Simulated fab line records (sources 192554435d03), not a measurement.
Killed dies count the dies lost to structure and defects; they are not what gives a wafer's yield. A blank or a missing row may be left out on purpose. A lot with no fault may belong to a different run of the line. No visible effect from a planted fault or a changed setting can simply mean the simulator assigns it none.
Chamber matching | flow n5_finfet | 4 sister chambers for N5_BEOL_M4_ALD_98 on ald_sin-04
The step deposits SiO2, target thk 2.5 nm, pulse time 1 s, co reactant pulse time 1 s. 20 wafers are shown with their chamber, then 10 later ones without.

== WAFERS WITH THEIR CHAMBER ==
wafer  | chamber | heater_power_w (W) | precursor_pulse_height_rel
L074.1 | 3       | 84                 | 0.992
L074.2 | 1       | 74                 | 0.975
L074.3 | 0       | 83                 | 0.981
L074.4 | 2       | 68                 | 0.993
L074.5 | 2       | 68                 | 1.010
L074.6 | 3       | 85                 | 0.963
L076.2 | 1       | 75                 | 1.041
L076.3 | 2       | 69                 | 0.976
L076.5 | 3       | 85                 | 0.986
L079.2 | 3       | 84                 | 0.985
L079.3 | 0       | 82                 | 0.980
L079.6 | 0       | 82                 | 0.973
L081.1 | 2       | 70                 | 0.989
L081.3 | 3       | 84                 | 1.020
L081.6 | 0       | 79                 | 0.973
L087.1 | 2       | 69                 | 0.972
L087.4 | 3       | 86                 | 0.971
L087.5 | 2       | 69                 | 1.023
L088.2 | 3       | 85                 | 0.995
L088.5 | 3       | 84                 | 1.041

SIGNATURES (means of the wafers above)
reading                    | chamber 0 | chamber 1 | chamber 2 | chamber 3 | scatter within a chamber
heater_power_w             | 81.50     | 74.50     | 68.83     | 84.62     | 1.01
precursor_pulse_height_rel | 0.97675   | 1.00800   | 0.99383   | 0.99412   | 0.0233
Rule: for each reading, subtract the chamber's mean from the wafer's reading, divide by that reading's scatter and square the result; add these up over the readings and take the root, which gives the wafer's distance from the chamber. If the next closest chamber is less than 2 further off than the closest, the wafer can't be placed; otherwise it belongs to the closest. How the scatter is found: for the shown wafers, subtract from each reading the mean of its chamber, square and add these, divide the total by (wafers less chambers), then take the root.

== WAFERS WHOSE CHAMBER IS MISSING ==
wafer  | heater_power_w (W) | precursor_pulse_height_rel
L088.6 | 80                 | 1.018
L089.4 | 80                 | 0.997
L089.5 | 69                 | 1.003
L089.6 | 83                 | 1.008
L090.1 | 84                 | 0.979
L090.2 | 70                 | 1.019
L090.6 | 82                 | 1.010
L094.1 | 73                 | 1.015
L094.5 | 80                 | 1.012
L094.6 | 80                 | 0.983

== CHAMBER TAKEN BY EACH ==
wafer  | from the rows above     | in truth
L088.6 | 0                       | 0
L089.4 | 0                       | 0
L089.5 | 2                       | 2
L089.6 | can't be placed: 3 or 0 | 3
L090.1 | can't be placed: 3 or 0 | 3
L090.2 | 2                       | 2
L090.6 | can't be placed: 0 or 3 | 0
L094.1 | 1                       | 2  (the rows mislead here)
L094.5 | 0                       | 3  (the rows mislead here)
L094.6 | 0                       | 0
Placed correctly: 5 of 10. These rows do not allow placing 3 (true chamber among the candidates in 3). Placed wrongly: 2.
